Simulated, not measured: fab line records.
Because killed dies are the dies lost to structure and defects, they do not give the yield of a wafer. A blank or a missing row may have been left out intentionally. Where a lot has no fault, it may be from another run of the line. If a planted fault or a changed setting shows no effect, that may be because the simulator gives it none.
A struck lot beside a sound one + flow n5_finfet + 21 steps out of a route of 1938
Sound: these wafers, L187.2, L187.3, L187.6. Struck: wafers L196.3, L196.4, L196.6. The cause comes at the end.
Each step with rows lists, per side, the tool, then ch with its chambers, then its first start. Under that, the readings that differ: sound wafers + struck wafers + difference of the means + sigmas: that difference in standard deviations of wafers without a fault.
alike: same words and numbers on both sides, and readings whose means sit less than 2 such deviations apart. not compared: any withheld reading, any reading some wafer has no value for, any bound like >300 that may hide the same value, and any number with overlapping values for which the record gives no deviation.
The two part at a step that has a row with sigmas, a row that says differs or no value, or rows on one side only. Non-overlapping numbers with no deviation appear without sigmas and do not part them. Lack of a reading on every wafer of one side parts them only where that side has two or more wafers.

first, 10 steps without rows for these wafers: N5_BEOL_M0_SAQP_DESCUM_45 (chemistry O2, time 7 s); N5_BEOL_M0_SAQP_ETCH_88 (etches underlayer in N2/H2, target depth 6.5 nm, time 5.2 s); N5_BEOL_M0_SAQP_ETCH_73 (etches SiARC in CF4, target depth 19.5 nm, time 32.5 s); N5_BEOL_M0_SAQP_CUT_ETCH_46 (etches SOC in N2/H2, target depth 135 nm, overetch 27 nm, time 202.5 s); N5_BEOL_M0_SAQP_STRIP_74 (strips in N2/H2); N5_BEOL_M0_SAQP_STRIP_89 (strips in N2/H2); N5_BEOL_M0_SAQP_ALD_48 (deposits SiO2, target thk 20 nm, pulse time 1 s, co reactant pulse time 1 s); N5_BEOL_M0_SAQP_ETCH_49 (etches SiO2 in CF4/O2, target depth 37 nm); N5_BEOL_M0_SAQP_STRIP_75 (strips in CF4); N5_BEOL_M0_CUTY_COAT_50 (time 60 s, resist thk 15 nm).
N5_BEOL_M0_CUTY_COAT_51: resist thk 150 nm.
  sound on litho_track-04 ch 0, day 6 16:47; struck on litho_track-04 ch 0, day 9 07:02
| reading                                                 | sound                | struck               | difference | sigmas      |
|---------------------------------------------------------|----------------------|----------------------|------------|-------------|
| spin_speed_rpm (rpm)                                    | 1498.8 1499.7 1498.1 | 1628.0 1627.0 1627.1 | +128.5     | +99 or more |
| model.CAR-ArF-block_of_BEOL_M0_CUTY_COAT_51.thk_nm (nm) | 150 149.8 150        | 144.2 144.2 144.6    | -5.6       |             |
then, 6 steps without rows for these wafers: N5_BEOL_M0_CUTY_EBR_52; N5_BEOL_M0_CUTY_SOFTBAKE_53 (time 60 s); N5_BEOL_M0_CUTY_EXPOSE_54 (exposes mask M0 ABLK); N5_BEOL_M0_CUTY_PEB_55 (peb time 60 s); N5_BEOL_M0_CUTY_DEVELOP_56 (develop time 30 s); N5_BEOL_M0_CUTY_DESCUM_61 (chemistry O2, time 7.9 s).
N5_BEOL_M0_CUTY_ETCH_62: etches SiARC in CF4, time 58.5 s.
  sound on rie_diel-04 ch 0,2, day 6 17:20; struck on rie_diel-01 ch 0,2, day 9 07:30
| reading                                                 | sound             | struck          | difference | sigmas |
|---------------------------------------------------------|-------------------|-----------------|------------|--------|
| showerhead_plenum_p_Torr (Torr)                         | 2.19 2.13 2.13    | 2.27 2.23 2.27  | +0.11      | +2     |
| model.CAR-ArF-block_of_BEOL_M0_CUTY_COAT_51.thk_nm (nm) | 118.4 118.2 118.4 | 112.6 112.6 113 | -5.6       |        |
  alike: bias_w, drypump_motor_current_A, etch_rf_on_time_s, oes_product_au, rf_vpp_V, throttle_valve_pct
  not compared: rf_hours_counter_h
then, 1 step without rows for these wafers: N5_BEOL_M0_CUTY_ETCH_63 (etches SOC in N2/H2, target depth 82.7 nm, overetch 16.5 nm, time 124 s).
-- here the record skips 4 days between the struck wafers' starts before and after, leaving off in module BEOL_M0_CUTY and picking up in module BEOL_M4 (first step shown: number 1111 of the route) --
N5_BEOL_M4_RC_MEAS_101:
  sound on prober-01 ch 0, day 10 00:03; struck on prober-02 ch 0, day 13 16:31
| reading       | sound       | struck      | difference | sigmas |
|---------------|-------------|-------------|------------|--------|
| ION_P (uA/um) | 466 474 469 | 455 453 449 | -17        | -2     |
  alike: DIBL_N, DIBL_P, IOFF_N, IOFF_P, ION_N, SS_N, SS_P, VT_N, VT_P
N5_PASSIVATION_PROBE_49:
  the record has rows for the sound wafers here (prober-01, day 14 03:43) and none for the struck ones

## WHERE THEY PART
First at N5_BEOL_M0_CUTY_COAT_51; last, within this record, at N5_PASSIVATION_PROBE_49.

WHY: the cause the simulator had injected
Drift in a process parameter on litho_track-04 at N5_BEOL_M0_CUTY_COAT_51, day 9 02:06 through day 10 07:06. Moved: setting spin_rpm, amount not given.
